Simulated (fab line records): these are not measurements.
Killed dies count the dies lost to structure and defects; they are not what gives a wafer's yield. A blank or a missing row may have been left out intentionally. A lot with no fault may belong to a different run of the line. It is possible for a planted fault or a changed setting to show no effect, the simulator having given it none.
Shared-tool check | flow nandHarc | Lots sampled 11, wafers sampled 33

## WHY THIS WAS OPENED
On 3 of the 11 lots, a flag is raised at NHARC_A_CHANNEL_HOLE_D1_INSPECT_40 on the reading rawDefectCount. Fault-free wafers read 59, with a standard deviation of 17.
Rule: a lot is flagged when every wafer of it that has a number lies more than 4 standard deviations from that mean, or none has a number. The other lots count as sound.

lot  | measured     | on               | rawDefectCount, wafer by wafer | flag
L909 | day 9 10:12  | defectInspect-01 | 66 86 55                       | 
L911 | day 9 15:10  | defectInspect-01 | 43 49 58                       | 
L912 | day 10 03:05 | defectInspect-02 | 73 86 72                       | 
L916 | day 10 22:52 | defectInspect-01 | 44 50 37                       | 
L919 | day 11 16:59 | defectInspect-02 | 35 32 35                       | 
L918 | day 11 21:08 | defectInspect-02 | 72 57 51                       | 
L921 | day 12 04:29 | defectInspect-02 | 656 741 674                    | FLAGGED
L922 | day 12 13:11 | defectInspect-02 | 701 690 692                    | FLAGGED
L923 | day 12 19:31 | defectInspect-01 | 736 703 716                    | FLAGGED
L926 | day 13 03:08 | defectInspect-01 | 29 44 51                       | 
L929 | day 14 14:37 | defectInspect-01 | 64 69 74                       | 
Average over the flagged lots: 701; offset from the usual +642, equal to +38 standard deviations.

## EACH LOT AND THE TOOL IT RAN ON
Before the reading, the record contains 3 process steps out of a 1159-step route. Read each cell as the tool, then ch plus the chambers that the sampled wafers visited, then the start.
lot  | flag    | NHARC_A_CHANNEL_HOLE_D1_ETCH_39   | NHARC_A_CHANNEL_HOLE_D1_ETCH_21 | NHARC_A_CHANNEL_HOLE_D1_ETCH_24
L909 |         | rieDiel-02 ch 0,1,3, day 9 01:07  | harEtch-01 ch 0,1, day 9 04:59  | harEtch-01 ch 0,1, day 9 06:45
L911 |         | rieDiel-09 ch 0,2,3, day 9 08:31  | harEtch-01 ch 0,1, day 9 09:58  | harEtch-01 ch 0,1, day 9 11:43
L912 |         | rieDiel-09 ch 0,3, day 9 18:46    | harEtch-01 ch 0,1, day 9 21:43  | harEtch-01 ch 0,1, day 9 23:26
L916 |         | rieDiel-09 ch 0,1,3, day 10 15:59 | harEtch-02 ch 0,1, day 10 17:26 | harEtch-02 ch 0,1, day 10 19:07
L919 |         | rieDiel-02 ch 0,1,3, day 11 10:16 | harEtch-02 ch 0,1, day 11 11:39 | harEtch-02 ch 0,1, day 11 13:22
L918 |         | rieDiel-09 ch 0,1,3, day 11 11:11 | harEtch-02 ch 0,1, day 11 15:53 | harEtch-02 ch 0,1, day 11 17:39
L921 | FLAGGED | rieDiel-02 ch 0,2,3, day 11 21:47 | harEtch-01 ch 0,1, day 11 23:17 | harEtch-01 ch 0,1, day 12 01:02
L922 | FLAGGED | rieDiel-02 ch 0,1,3, day 12 06:25 | harEtch-01 ch 0,1, day 12 07:52 | harEtch-01 ch 0,1, day 12 09:34
L923 | FLAGGED | rieDiel-02 ch 0,1, day 12 12:23   | harEtch-01 ch 0,1, day 12 14:00 | harEtch-01 ch 0,1, day 12 15:49
L926 |         | rieDiel-07 ch 1,2,3, day 12 20:11 | harEtch-02 ch 0,1, day 12 21:54 | harEtch-02 ch 0,1, day 12 23:40
L929 |         | rieDiel-07 ch 0,1,2, day 14 03:35 | harEtch-02 ch 0,1, day 14 09:01 | harEtch-02 ch 0,1, day 14 10:42
What these steps do:
- NHARC_A_CHANNEL_HOLE_D1_ETCH_39: etches the open film in N2/H2, target depth 260 nm, time 325 s.
- NHARC_A_CHANNEL_HOLE_D1_ETCH_21: etches the open film in C4F8/O2/Ar, time 514.3 s, target depth 1600 nm.
- NHARC_A_CHANNEL_HOLE_D1_ETCH_24: etches the open film in C4F8/O2/Ar, time 906.2 s, target depth 1500 nm.
- NHARC_A_CHANNEL_HOLE_D1_INSPECT_40

## FLAGGED AGAINST TOTAL, ONE TOOL AT A TIME (gauges that did the reading follow at the end)
step                               | tool             | lots run | flagged | share of the flagged lots | sound lots run after its first flagged lot
NHARC_A_CHANNEL_HOLE_D1_ETCH_39    | rieDiel-02       | 5        | 3       | all                       | 0
NHARC_A_CHANNEL_HOLE_D1_ETCH_39    | rieDiel-07       | 2        | 0       | none                      | -
NHARC_A_CHANNEL_HOLE_D1_ETCH_39    | rieDiel-09       | 4        | 0       | none                      | -
NHARC_A_CHANNEL_HOLE_D1_ETCH_21    | harEtch-01       | 6        | 3       | all                       | 0
NHARC_A_CHANNEL_HOLE_D1_ETCH_21    | harEtch-02       | 5        | 0       | none                      | -
NHARC_A_CHANNEL_HOLE_D1_ETCH_24    | harEtch-01       | 6        | 3       | all                       | 0
NHARC_A_CHANNEL_HOLE_D1_ETCH_24    | harEtch-02       | 5        | 0       | none                      | -
NHARC_A_CHANNEL_HOLE_D1_INSPECT_40 | defectInspect-01 | 6        | 1       | some                      | 2 (L926,L929)
NHARC_A_CHANNEL_HOLE_D1_INSPECT_40 | defectInspect-02 | 5        | 2       | some                      | 0

## WHAT THE TABLE ALLOWS
Rows of the table that ran every flagged lot, 3 in all: rieDiel-02 at NHARC_A_CHANNEL_HOLE_D1_ETCH_39, harEtch-01 at NHARC_A_CHANNEL_HOLE_D1_ETCH_21, harEtch-01 at NHARC_A_CHANNEL_HOLE_D1_ETCH_24.
- rieDiel-02 at NHARC_A_CHANNEL_HOLE_D1_ETCH_39 ran 5 lots, 3 of them flagged. It ran its last sound lot, L919, at day 11 10:16 and its first flagged lot, L921, at day 11 21:47: a fault with its onset between the two fits.
- harEtch-01 at NHARC_A_CHANNEL_HOLE_D1_ETCH_21 ran 6 lots, 3 of them flagged. It ran its last sound lot, L912, at day 9 21:43 and its first flagged lot, L921, at day 11 23:17: a fault with its onset between the two fits.
- harEtch-01 at NHARC_A_CHANNEL_HOLE_D1_ETCH_24 ran 6 lots, 3 of them flagged. It ran its last sound lot, L912, at day 9 23:26 and its first flagged lot, L921, at day 12 01:02: a fault with its onset between the two fits.
These 2 tools cannot be told apart by counting lots, since each of them fits a fault that started at some hour. More lots, or a look at what each step does to the wafer, might.

## WHAT THE SIMULATOR PUT IN
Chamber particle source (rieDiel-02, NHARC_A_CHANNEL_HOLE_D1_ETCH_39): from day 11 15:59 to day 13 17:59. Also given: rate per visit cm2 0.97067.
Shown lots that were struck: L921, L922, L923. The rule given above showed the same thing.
